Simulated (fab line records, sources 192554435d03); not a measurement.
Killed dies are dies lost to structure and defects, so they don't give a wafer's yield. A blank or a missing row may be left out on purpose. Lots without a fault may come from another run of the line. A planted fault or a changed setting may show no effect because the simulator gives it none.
Chamber matching | flow n5_finfet | N5_GATE_CUT_ETCH_37 on rie_diel-02: 4 sister chambers
The step etches SOC in N2/H2, target depth 60 nm, overetch 12 nm, time 90 s. 7 wafers are shown with their chamber, then 7 later ones without.

WAFERS WITH THEIR CHAMBER
wafer  | chamber | showerhead_plenum_p_Torr (Torr) | throttle_valve_pct (%)
L083.1 | 3       | 2.62                            | 17.80
L083.2 | 2       | 2.49                            | 17.65
L087.1 | 0       | 2.55                            | 18.06
L087.3 | 1       | 2.35                            | 17.35
L087.6 | 1       | 2.35                            | 17.37
L089.1 | 0       | 2.54                            | 18.07
L089.5 | 3       | 2.61                            | 17.81

WAFERS WITHOUT THEIR CHAMBER
wafer  | showerhead_plenum_p_Torr (Torr) | throttle_valve_pct (%)
L089.6 | 2.55                            | 18.07
L092.1 | 2.34                            | 17.36
L092.2 | 2.54                            | 18.08
L092.4 | 2.61                            | 17.36
L095.3 | 2.34                            | 17.38
L095.4 | 2.54                            | 18.09
L095.6 | 2.61                            | 17.39

WHICH CHAMBER EACH WENT THROUGH
wafer  | from the rows above | in truth
L089.6 | 0                   | 0
L092.1 | 1                   | 1
L092.2 | 0                   | 0
L092.4 | 2                   | 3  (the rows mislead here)
L095.3 | 1                   | 1
L095.4 | 0                   | 0
L095.6 | 2                   | 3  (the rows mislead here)
Placed correctly: 5 of 7. Can't be placed from these rows: 0. Placed wrongly: 2.
How it was worked out, from the rows above alone: a wafer's distance from a chamber is the root of the sum, over the readings, of the square of ((its reading less the chamber's mean) divided by the reading's scatter). The wafer belongs to the nearest chamber; if the next one is less than 2 further off, it can't be placed. A chamber's mean is the mean of its shown wafers. The scatter: the root of (the sum of the squares of (reading less its chamber's mean) over the shown wafers, divided by (wafers less chambers)).
